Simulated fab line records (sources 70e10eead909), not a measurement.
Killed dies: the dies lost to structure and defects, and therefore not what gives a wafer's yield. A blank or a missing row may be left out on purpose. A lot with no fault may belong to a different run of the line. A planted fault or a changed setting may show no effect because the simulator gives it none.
8D (eight disciplines) problem report, filled in by code    flow nand harc    the parts of the form that need people (team, actions taken, sign-off) are left out

== 1. PROBLEM STATEMENT ==
cd nm at NHARC_A_M0_CD_MEAS_09 reads a mean of 65.7 nm on 6 wafers of 2 lots; wafers without a fault read 80.1 nm with a standard deviation of 0.51. That is -28 standard deviations from the usual mean.
The step: target cd 80 nm.
First observed at day 22 03:22: wafer L643.1, on cd sem-01. The record holds 42 wafers of 14 lots with a number at this step. The rule behind "out" and "out of limits": a value lying over 4 standard deviations away from the usual mean. The other wafers with a number count as sound.

== 2. WHAT IT IS; WHAT IT IS NOT ==
question                     is                      is not
which readings at this step  cd nm                   -
which lots                   L639, L643              L624, L625, L626, L627, L629, L630, L631, L632, L634, L642, L644, L647
which wafers of those lots   all that have a number  -
read on which gauges         cd sem-01, cd sem-02    cd sem-03
when                         from day 22 03:22       up to then (27 sound wafers); but 9 sound wafers of L642, L644, L647 came after

== 3. WHAT RULES OUT EACH SUSPECT ==
Counting: a tool at a process step up to the reading stays a suspect if it ran every lot that is out and no sound lot after the first of them.
- the gauge at NHARC_A_M0_CD_MEAS_09 has been ruled out. 2 gauges (cd sem-01, cd sem-02) read the wafers that are out.
- arfi scanner-01 at NHARC_A_M0_EXPOSE_06 (exposes mask A M0, target cd 80 nm): kept. Every lot that is out went through it, starting with L643 (day 22 03:13), and after that it ran no sound lot; the last sound lot it ran before then is L629 (day 18 20:52). On those wafers its own readings are out: exposure dose mJ cm2.
Left after counting: arfi scanner-01 at NHARC_A_M0_EXPOSE_06.

== 4. THE CAUSE (what the simulator had put in) ==
Process parameters drifting: arfi scanner-01 at NHARC_A_M0_EXPOSE_06, beginning at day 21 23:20. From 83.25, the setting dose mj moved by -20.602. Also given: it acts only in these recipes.
Counting left only this tool.

== 5. THE CHAIN OF EFFECTS, in route order ==
Each row: a reading whose mean over the struck wafers that have a number lies more than 3 standard deviations from the usual. Only readings for which the record gives a usual standard deviation are gone through. hours: the time from each lot's start at the first step in this table that gives one to its start at this step, as a median over the lots. sigmas: the change in usual standard deviations.
hours  step                   reading               usual    on struck wafers  change  sigmas
0      NHARC_A_M0_EXPOSE_06   exposure dose mJ cm2  83.25    66.35             -16.90  -99 or more
0      NHARC_A_M0_CD_MEAS_09  cd nm                 80.1 nm  65.7              -14.4   -28
The process steps in it:
- NHARC_A_M0_EXPOSE_06: exposes mask A M0, target cd 80 nm.
At these later measuring or inspecting steps, every struck wafer for which the step has a row has a number for every such reading, and none has moved that far: NHARC_A_M0_INSPECT_11.

== 6. WHAT WOULD HAVE CAUGHT IT SOONER ==
Counted from the fault's start at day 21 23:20, it took 4 hours until the first out-of-limits reading at a measuring or inspecting step in this record, taken at day 22 03:22.
At NHARC_A_M0_EXPOSE_06, the tool's own readings (exposure dose mJ cm2) were out on each struck wafer the step has a row for, so an alarm limit on them would have fired on the first such wafer.
Of the lots that are out (2), L639 began NHARC_A_M0_EXPOSE_06 on arfi scanner-01 after day 22 03:22. Had the tool been put on hold then, it would have been spared.
